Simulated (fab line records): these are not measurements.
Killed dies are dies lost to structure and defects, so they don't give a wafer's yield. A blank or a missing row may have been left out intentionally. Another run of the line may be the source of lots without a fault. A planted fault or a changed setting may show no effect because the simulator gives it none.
Matching of chambers | flow n5-finfet | pecvd-04 running N5_BEOL_M4_DEP_57: 3 sister chambers
The step deposits SiCN from 3MS/NH3, target thk 8 nm, time 14 s. 14 wafers are shown with their chamber, then 7 later ones without.

EACH WAFER AND ITS CHAMBER
wafer  | chamber | throttle-valve-pct (%) | showerhead-plenum-p-Torr (Torr)
L075.3 | 0       | 9.1                    | 3.678
L075.4 | 0       | 9.6                    | 3.699
L075.5 | 2       | 8.5                    | 3.656
L077.3 | 2       | 8.4                    | 3.663
L077.4 | 1       | 8.5                    | 3.665
L077.6 | 0       | 9.6                    | 3.684
L078.2 | 1       | 8.4                    | 3.672
L078.4 | 0       | 9.3                    | 3.694
L078.6 | 1       | 8.4                    | 3.669
L088.2 | 1       | 8.4                    | 3.664
L088.5 | 2       | 9.0                    | 3.659
L088.6 | 0       | 9.3                    | 3.680
L093.2 | 2       | 8.9                    | 3.667
L093.5 | 2       | 8.5                    | 3.663

SIGNATURES, as means of the wafers listed above
reading                  | chamber 0 | chamber 1 | chamber 2 | scatter within a chamber
throttle-valve-pct       | 9.380     | 8.425     | 8.660     | 0.211
showerhead-plenum-p-Torr | 3.68700   | 3.66750   | 3.66160   | 0.00635
Rule: a wafer's distance from a chamber is the root of the sum, over the readings, of the square of ((its reading less the chamber's mean) divided by the reading's scatter). The wafer belongs to the nearest chamber; if the next one is less than 2 further off, it can't be placed. The scatter is the square root of a quotient: the sum, over the shown wafers, of each reading's squared deviation from its chamber's mean, divided by wafers minus chambers.

WAFERS WHOSE CHAMBER IS MISSING
wafer  | throttle-valve-pct (%) | showerhead-plenum-p-Torr (Torr)
L093.6 | 8.4                    | 3.672
L096.2 | 8.4                    | 3.670
L096.4 | 8.9                    | 3.656
L096.6 | 8.2                    | 3.674
L095.1 | 8.4                    | 3.676
L095.3 | 8.9                    | 3.671
L095.4 | 9.3                    | 3.695

CHAMBER TAKEN BY EACH
wafer  | from the rows above          | in truth
L093.6 | can't be placed: 1 or 2      | 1
L096.2 | can't be placed: 1 or 2      | 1
L096.4 | can't be placed: 2 or 1      | 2
L096.6 | can't be placed: 1 or 2      | 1
L095.1 | can't be placed: 1 or 2      | 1
L095.3 | can't be placed: 2 or 1 or 0 | 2
L095.4 | 0                            | 0
1 of 7 placed correctly. Unplaceable from these rows: 6, with the true chamber sitting among the candidates in 6. Wrongly placed: 0.
